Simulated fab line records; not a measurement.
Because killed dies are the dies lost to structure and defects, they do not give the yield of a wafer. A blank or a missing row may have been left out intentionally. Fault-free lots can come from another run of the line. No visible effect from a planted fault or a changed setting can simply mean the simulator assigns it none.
What tool caused it?	flow nand-harc	Sampling: 22 lots, 66 wafers, 6 of 1302 route steps

== WHAT EACH GAUGE READ, for each wafer ==
No reading from a measuring or inspecting step in the record can be judged against a usual standard deviation.

== TOOL THAT RAN EACH LOT (tool first, then ch and the chambers of the sampled wafers, then the start) ==
lot	NHARC_A_STAIRCASE_DESCUM_219	NHARC_A_STAIRCASE_TRIM_222	NHARC_A_STAIRCASE_TRIM_224	NHARC_A_STAIRCASE_TRIM_231	NHARC_A_STAIRCASE_DESCUM_291	NHARC_A_STAIRCASE_DEP_301
L074	rie-diel-13 ch 1,2, day 15 22:46	rie-diel-13 ch 0,2, day 16 14:31 or earlier	rie-diel-13 ch 0,2, day 16 14:31 or earlier	rie-diel-11 ch 0,2, day 16 14:31 or earlier	rie-diel-13 ch 0,1, day 16 14:31	pecvd-02 ch 0,1,2, day 16 22:11
L076	rie-diel-11 ch 0,3, day 17 06:25	rie-diel-11 ch 0,2,3, day 17 22:56 or earlier	rie-diel-11 ch 0,3, day 17 22:56 or earlier	rie-diel-11 ch 0,3, day 17 22:56 or earlier	rie-diel-03 ch 0,1,2, day 17 22:56	pecvd-03 ch 0,2, day 18 04:13
L078	rie-diel-11 ch 0,3, day 17 16:38	rie-diel-11 ch 0,3, day 18 09:44 or earlier	rie-diel-11 ch 0,2, day 18 09:44 or earlier	rie-diel-13 ch 1,2,3, day 18 09:44 or earlier	rie-diel-13 ch 1,2,3, day 18 09:44	pecvd-01 ch 0,2, day 18 13:53
L077	rie-diel-03 ch 1,2, day 17 19:47	rie-diel-03 ch 0,1,2, day 18 10:44 or earlier	rie-diel-03 ch 1,2, day 18 10:44 or earlier	rie-diel-11 ch 0,1,3, day 18 10:44 or earlier	rie-diel-03 ch 1,2,3, day 18 10:44	pecvd-03 ch 0,2, day 18 15:31
L079	rie-diel-03 ch 0,1,2, day 17 21:12	rie-diel-03 ch 0,2,3, day 18 13:07 or earlier	rie-diel-03 ch 0,3, day 18 13:07 or earlier	rie-diel-13 ch 0,1, day 18 13:07 or earlier	rie-diel-03 ch 0,2,3, day 18 13:07	pecvd-02 ch 0,1,2, day 18 17:28
L081	rie-diel-13 ch 1,3, day 18 16:24	rie-diel-13 ch 0,1,3, day 19 12:32 or earlier	rie-diel-13 ch 0,3, day 19 12:32 or earlier	rie-diel-03 ch 0,1,3, day 19 12:32 or earlier	rie-diel-03 ch 0,3, day 19 12:32	pecvd-02 ch 1,2, day 19 17:35
L082	rie-diel-13 ch 0,2,3, day 19 07:23	rie-diel-13 ch 1,2,3, day 19 22:09 or earlier	rie-diel-13 ch 0,1,3, day 19 22:09 or earlier	rie-diel-13 ch 0,1,2, day 19 22:09 or earlier	rie-diel-13 ch 1,2, day 19 22:09	pecvd-01 ch 0,1, day 20 03:32
L080	rie-diel-03 ch 0,1, day 19 08:12	rie-diel-03 ch 0,1,3, day 19 23:52 or earlier	rie-diel-03 ch 0,1,3, day 19 23:52 or earlier	rie-diel-13 ch 0,1,3, day 19 23:52 or earlier	rie-diel-03 ch 0,1,2, day 19 23:52	pecvd-03 ch 0,1,2, day 20 04:44
L083	rie-diel-03 ch 0,1,3, day 19 18:49	rie-diel-03 ch 0,1,3, day 20 11:05 or earlier	rie-diel-03 ch 0,2,3, day 20 11:05 or earlier	rie-diel-03 ch 0,2,3, day 20 11:05 or earlier	rie-diel-13 ch 1,2, day 20 11:05	pecvd-03 ch 1,2, day 20 20:03
L085	rie-diel-11 ch 0,2,3, day 20 08:28	rie-diel-11 ch 0,1,3, day 21 05:46 or earlier	rie-diel-11 ch 0,1,3, day 21 05:46 or earlier	rie-diel-03 ch 0,1,3, day 21 05:46 or earlier	rie-diel-11 ch 0,1,2, day 21 05:46	pecvd-03 ch 0,2, day 21 16:10
L084	rie-diel-03 ch 0,1,3, day 20 23:20	rie-diel-03 ch 1,2,3, day 21 21:22 or earlier	rie-diel-03 ch 1,2, day 21 21:22 or earlier	rie-diel-13 ch 0,2, day 21 21:22 or earlier	rie-diel-13 ch 0,1, day 21 21:22	pecvd-01 ch 0,1,2, day 22 01:27
L086	rie-diel-11 ch 0,1, day 21 03:32	rie-diel-11 ch 0,3, day 21 23:47 or earlier	rie-diel-11 ch 2,3, day 21 23:47 or earlier	rie-diel-13 ch 0,1, day 21 23:47 or earlier	rie-diel-11 ch 0,1, day 21 23:47	pecvd-03 ch 1,2, day 22 03:58
L087	rie-diel-03 ch 0,2, day 21 10:38	rie-diel-03 ch 1,3, day 22 02:43 or earlier	rie-diel-03 ch 0,1,3, day 22 02:43 or earlier	rie-diel-13 ch 0,1,2, day 22 02:43 or earlier	rie-diel-13 ch 0,3, day 22 02:43	pecvd-02 ch 1,2, day 22 06:51
L088	rie-diel-13 ch 0,2,3, day 22 12:02	rie-diel-13 ch 1,2,3, day 23 03:12 or earlier	rie-diel-13 ch 0,1,2, day 23 03:12 or earlier	rie-diel-13 ch 1,2,3, day 23 03:12 or earlier	rie-diel-03 ch 0,1,2, day 23 03:12	pecvd-01 ch 1,2, day 23 07:28
L091	rie-diel-11 ch 0,1, day 22 15:25	rie-diel-11 ch 0,1, day 23 06:14 or earlier	rie-diel-11 ch 0,2,3, day 23 06:14 or earlier	rie-diel-11 ch 0,1,3, day 23 06:14 or earlier	rie-diel-13 ch 0,1,3, day 23 06:14	pecvd-01 ch 1,2, day 23 12:14
L089	rie-diel-03 ch 1,2,3, day 22 18:14	rie-diel-03 ch 2,3, day 23 12:44 or earlier	rie-diel-03 ch 0,1,2, day 23 12:44 or earlier	rie-diel-03 ch 1,3, day 23 12:44 or earlier	rie-diel-13 ch 0,1,2, day 23 12:44	pecvd-03 ch 1,2, day 23 16:49
L090	rie-diel-11 ch 0,1,3, day 22 20:20	rie-diel-11 ch 0,3, day 23 14:35 or earlier	rie-diel-11 ch 0,1,3, day 23 14:35 or earlier	rie-diel-11 ch 0,1,3, day 23 14:35 or earlier	rie-diel-13 ch 0,1, day 23 14:35	pecvd-03 ch 0,1,2, day 23 18:44
L092	rie-diel-13 ch 1,2,3, day 23 09:46	rie-diel-13 ch 0,1,2, day 23 23:52 or earlier	rie-diel-13 ch 0,1,3, day 23 23:52 or earlier	rie-diel-03 ch 1,2, day 23 23:52 or earlier	rie-diel-03 ch 1,2, day 23 23:52	pecvd-02 ch 0,1,2, day 24 03:59
L093	rie-diel-03 ch 0,2,3, day 24 05:48	rie-diel-03 ch 0,3, day 24 23:55 or earlier	rie-diel-03 ch 0,3, day 24 23:55 or earlier	rie-diel-03 ch 0,3, day 24 23:55 or earlier	rie-diel-11 ch 1,2, day 24 23:55	pecvd-03 ch 0,1,2, day 25 07:49
L095	rie-diel-13 ch 2,3, day 24 14:33	rie-diel-13 ch 0,2, day 25 09:10 or earlier	rie-diel-13 ch 0,2,3, day 25 09:10 or earlier	rie-diel-13 ch 1,3, day 25 09:10 or earlier	rie-diel-11 ch 1,2,3, day 25 09:10	pecvd-01 ch 2, day 25 14:36
L094	rie-diel-03 ch 0,1,3, day 24 14:43	rie-diel-03 ch 1,2,3, day 25 09:42 or earlier	rie-diel-03 ch 0,1,3, day 25 09:42 or earlier	rie-diel-03 ch 0,1,3, day 25 09:42 or earlier	rie-diel-11 ch 0,1,2, day 25 09:42	pecvd-03 ch 0,1,2, day 25 15:06
L096	rie-diel-13 ch 0,1,2, day 25 08:48	rie-diel-13 ch 0,1,3, day 26 00:02 or earlier	rie-diel-13 ch 0,1,3, day 26 00:02 or earlier	rie-diel-13 ch 0,3, day 26 00:02 or earlier	rie-diel-13 ch 0,1,3, day 26 00:02	pecvd-03 ch 0,1,2, day 26 05:53
- NHARC_A_STAIRCASE_DESCUM_219: chemistry O2, time 3 s.
- NHARC_A_STAIRCASE_TRIM_222: chemistry O2, time 211.2 s.
- NHARC_A_STAIRCASE_TRIM_224: chemistry O2, time 211.2 s.
- NHARC_A_STAIRCASE_TRIM_231: chemistry O2, time 211.2 s.
- NHARC_A_STAIRCASE_DESCUM_291: chemistry O2, time 3 s.
- NHARC_A_STAIRCASE_DEP_301: deposits SiON, target thk 30 nm.

== WHAT THE TOOLS THEMSELVES READ (means of the sampled wafers that have a number; where no wafer has one, the mark that the record gives instead) ==
NHARC_A_STAIRCASE_DESCUM_219.
lot	tool	drypump-motor-current-A (A)	oes-product-au (a.u.)	rf-vpp-V (V)	showerhead-plenum-p-Torr (Torr)	throttle-valve-pct (%)
L074	rie-diel-13	5.4	0.990	57.8	1.94	11.317
L076	rie-diel-11	5.8	1.005	57.2	1.79	11.318
L078	rie-diel-11	5.8	0.997	57.3	1.78	11.316
L077	rie-diel-03	5.6	0.990	57.3	1.91	11.305
L079	rie-diel-03	5.6	1.006	58.0	1.87	11.310
L081	rie-diel-13	5.8	0.988	57.5	1.88	11.312
L082	rie-diel-13	5.3	1.006	57.7	1.94	11.319
L080	rie-diel-03	5.6	1.002	57.6	1.83	11.306
L083	rie-diel-03	5.6	1.000	57.2	1.82	11.313
L085	rie-diel-11	5.8	1.001	58.1	1.92	11.309
L084	rie-diel-03	5.6	1.001	57.2	1.81	11.312
L086	rie-diel-11	5.7	0.989	57.7	2.04	11.314
L087	rie-diel-03	5.8	0.997	58.0	1.91	11.313
L088	rie-diel-13	5.3	1.010	58.3	1.93	11.307
L091	rie-diel-11	5.9	0.984	58.5	2.05	11.309
L089	rie-diel-03	5.6	0.994	56.7	1.85	11.316
L090	rie-diel-11	5.6	0.990	58.5	1.97	11.304
L092	rie-diel-13	5.5	1.000	58.2	1.91	11.304
L093	rie-diel-03	5.9	0.999	56.9	1.85	11.311
L095	rie-diel-13	5.4	0.990	58.5	1.93	11.315
L094	rie-diel-03	5.6	1.002	57.3	1.81	11.311
L096	rie-diel-13	5.5	0.991	58.0	1.90	11.319

NHARC_A_STAIRCASE_TRIM_222.
lot	tool	drypump-motor-current-A (A)	oes-product-au (a.u.)	rf-vpp-V (V)	showerhead-plenum-p-Torr (Torr)	throttle-valve-pct (%)
L074	rie-diel-13	5.3	0.998	57.4	3.58	17.033
L076	rie-diel-11	5.8	1.003	57.9	3.38	17.037
L078	rie-diel-11	5.8	0.996	56.4	3.31	17.035
L077	rie-diel-03	5.6	0.996	57.5	3.46	17.028
L079	rie-diel-03	5.9	0.998	58.2	3.45	17.031
L081	rie-diel-13	5.6	0.996	56.6	3.51	17.034
L082	rie-diel-13	5.5	1.002	57.8	3.54	17.032
L080	rie-diel-03	5.7	1.001	58.1	3.36	17.028
L083	rie-diel-03	5.6	0.996	57.4	3.36	17.028
L085	rie-diel-11	5.6	0.990	57.8	3.63	17.041
L084	rie-diel-03	5.6	1.003	57.4	3.42	17.036
L086	rie-diel-11	5.8	0.996	58.4	3.66	17.033
L087	rie-diel-03	5.6	0.993	57.5	3.34	17.032
L088	rie-diel-13	5.5	0.996	57.9	3.53	17.040
L091	rie-diel-11	5.7	0.989	57.7	3.73	17.031
L089	rie-diel-03	5.9	1.002	57.3	3.49	17.030
L090	rie-diel-11	5.4	1.003	58.3	3.50	17.043
L092	rie-diel-13	5.5	1.006	58.4	3.52	17.033
L093	rie-diel-03	5.9	0.999	57.3	3.33	17.044
L095	rie-diel-13	5.2	0.995	58.5	3.58	17.040
L094	rie-diel-03	5.6	1.009	56.5	3.41	17.027
L096	rie-diel-13	5.6	0.993	57.3	3.49	17.037

NHARC_A_STAIRCASE_TRIM_224.
lot	tool	drypump-motor-current-A (A)	oes-product-au (a.u.)	rf-vpp-V (V)	showerhead-plenum-p-Torr (Torr)	throttle-valve-pct (%)
L074	rie-diel-13	5.3	1.000	57.8	3.58	17.029
L076	rie-diel-11	5.8	1.005	56.5	3.31	17.034
L078	rie-diel-11	6.1	0.991	56.5	3.34	17.036
L077	rie-diel-03	5.3	0.996	58.1	3.45	17.034
L079	rie-diel-03	5.9	0.997	57.8	3.38	17.038
L081	rie-diel-13	5.4	1.002	57.9	3.55	17.041
L082	rie-diel-13	5.6	0.999	57.5	3.51	17.041
L080	rie-diel-03	5.6	0.988	57.4	3.36	17.043
L083	rie-diel-03	5.9	0.997	57.1	3.44	17.040
L085	rie-diel-11	5.6	0.985	57.5	3.63	17.032
L084	rie-diel-03	5.6	0.998	57.5	3.51	17.040
L086	rie-diel-11	5.5	0.984	57.6	3.40	17.030
L087	rie-diel-03	5.6	0.999	57.2	3.36	17.043
L088	rie-diel-13	5.5	1.000	57.3	3.52	17.036
L091	rie-diel-11	5.8	0.992	57.5	3.53	17.040
L089	rie-diel-03	5.6	0.993	57.9	3.44	17.030
L090	rie-diel-11	5.6	0.986	57.5	3.62	17.039
L092	rie-diel-13	5.6	0.996	57.5	3.50	17.035
L093	rie-diel-03	5.9	1.002	57.3	3.35	17.039
L095	rie-diel-13	5.3	0.997	58.1	3.55	17.032
L094	rie-diel-03	5.6	0.996	56.3	3.34	17.035
L096	rie-diel-13	5.6	0.997	58.1	3.49	17.028

NHARC_A_STAIRCASE_TRIM_231.
lot	tool	drypump-motor-current-A (A)	oes-product-au (a.u.)	rf-vpp-V (V)	showerhead-plenum-p-Torr (Torr)	throttle-valve-pct (%)
L074	rie-diel-11	6.1	0.989	57.1	3.35	17.035
L076	rie-diel-11	5.5	0.994	56.7	3.34	17.026
L078	rie-diel-13	5.5	0.998	57.4	3.54	17.041
L077	rie-diel-11	5.6	1.005	57.0	3.46	17.041
L079	rie-diel-13	5.7	0.984	57.5	3.48	17.035
L081	rie-diel-03	5.6	1.001	57.7	3.37	17.030
L082	rie-diel-13	5.5	0.991	58.3	3.54	17.036
L080	rie-diel-13	5.6	1.002	57.7	3.51	17.028
L083	rie-diel-03	5.9	1.001	57.4	3.44	17.036
L085	rie-diel-03	5.6	0.999	58.2	3.36	17.044
L084	rie-diel-13	5.2	1.006	58.9	3.56	17.037
L086	rie-diel-13	5.7	0.995	57.9	3.47	17.034
L087	rie-diel-13	5.5	1.000	59.2	3.53	17.026
L088	rie-diel-13	5.5	0.996	58.9	3.52	17.040
L091	rie-diel-11	5.6	0.990	58.5	3.62	17.035
L089	rie-diel-03	5.6	0.998	56.6	3.33	17.039
L090	rie-diel-11	5.6	0.995	58.2	3.62	17.038
L092	rie-diel-03	5.6	0.998	57.8	3.50	17.038
L093	rie-diel-03	5.9	1.002	58.7	3.33	17.041
L095	rie-diel-13	5.8	0.987	57.6	3.46	17.035
L094	rie-diel-03	5.6	0.998	57.0	3.34	17.042
L096	rie-diel-13	5.5	0.990	58.5	3.53	17.034

NHARC_A_STAIRCASE_DESCUM_291.
lot	tool	drypump-motor-current-A (A)	oes-product-au (a.u.)	rf-vpp-V (V)	showerhead-plenum-p-Torr (Torr)	throttle-valve-pct (%)
L074	rie-diel-13	5.5	0.999	58.1	1.91	11.313
L076	rie-diel-03	5.6	1.000	57.1	1.87	11.309
L078	rie-diel-13	5.5	0.991	57.6	1.92	11.317
L077	rie-diel-03	5.6	0.995	58.0	1.86	11.317
L079	rie-diel-03	5.9	0.992	57.4	1.86	11.314
L081	rie-diel-03	5.9	0.993	56.9	1.81	11.318
L082	rie-diel-13	5.4	1.003	57.7	1.93	11.315
L080	rie-diel-03	5.6	0.995	58.1	1.87	11.308
L083	rie-diel-13	5.4	1.009	57.6	1.93	11.308
L085	rie-diel-11	5.9	0.989	58.3	1.99	11.310
L084	rie-diel-13	5.7	1.004	56.8	1.88	11.306
L086	rie-diel-11	5.9	0.992	57.6	2.05	11.311
L087	rie-diel-13	5.4	0.997	58.0	1.92	11.307
L088	rie-diel-03	5.6	0.988	57.4	1.86	11.308
L091	rie-diel-13	5.6	0.991	58.0	1.90	11.312
L089	rie-diel-13	5.4	0.998	57.1	1.91	11.301
L090	rie-diel-13	5.7	0.995	57.5	1.87	11.310
L092	rie-diel-03	5.6	0.999	56.7	1.90	11.314
L093	rie-diel-11	5.7	0.995	58.3	1.96	11.309
L095	rie-diel-11	5.6	0.991	58.5	1.89	11.321
L094	rie-diel-11	5.9	0.999	57.9	1.98	11.314
L096	rie-diel-13	5.6	0.994	57.2	1.89	11.315

NHARC_A_STAIRCASE_DEP_301.
lot	tool	heater-power-w (W)	showerhead-vpp-V (V)
L074	pecvd-02	661	1112
L076	pecvd-03	757	1188
L078	pecvd-01	718	1129
L077	pecvd-03	738	1181
L079	pecvd-02	674	1116
L081	pecvd-02	689	1054
L082	pecvd-01	750	1108
L080	pecvd-03	761	1169
L083	pecvd-03	803	1185
L085	pecvd-03	750	1180
L084	pecvd-01	790	1127
L086	pecvd-03	754	1173
L087	pecvd-02	695	1066
L088	pecvd-01	820	1156
L091	pecvd-01	765	1142
L089	pecvd-03	771	1170
L090	pecvd-03	767	1167
L092	pecvd-02	646	1105
L093	pecvd-03	750	1171
L095	pecvd-01	739	1173
L094	pecvd-03	765	1175
L096	pecvd-03	713	1182

== THE ANSWER, worked out from the rows above alone ==
Rule: the usual values come from the lots themselves. The widest of any qualifying gaps counts: lots, ordered by their means at a reading, are off when they make up no more than a third of the lots, leave a main group of 4 or more, and stand apart from it by 3 or more times the standard deviation of that group's means. Not used: any main group whose means are identical at the precision the tables above print for the reading. A lot without any number at a reading at which 4 lots or more have one is off too. The other lots that the step has rows for count as sound. Order of review: gauges by route order, followed by the tools' own readings, for which a lot's mean as printed above is used. The first step at which some lot is off is used, and at that step the reading that is off furthest; a lot without a number counts as furthest.
Across all readings shown, no lot is off: no conclusion can be drawn from this.

== WHAT WAS PUT IN BY THE SIMULATOR ==
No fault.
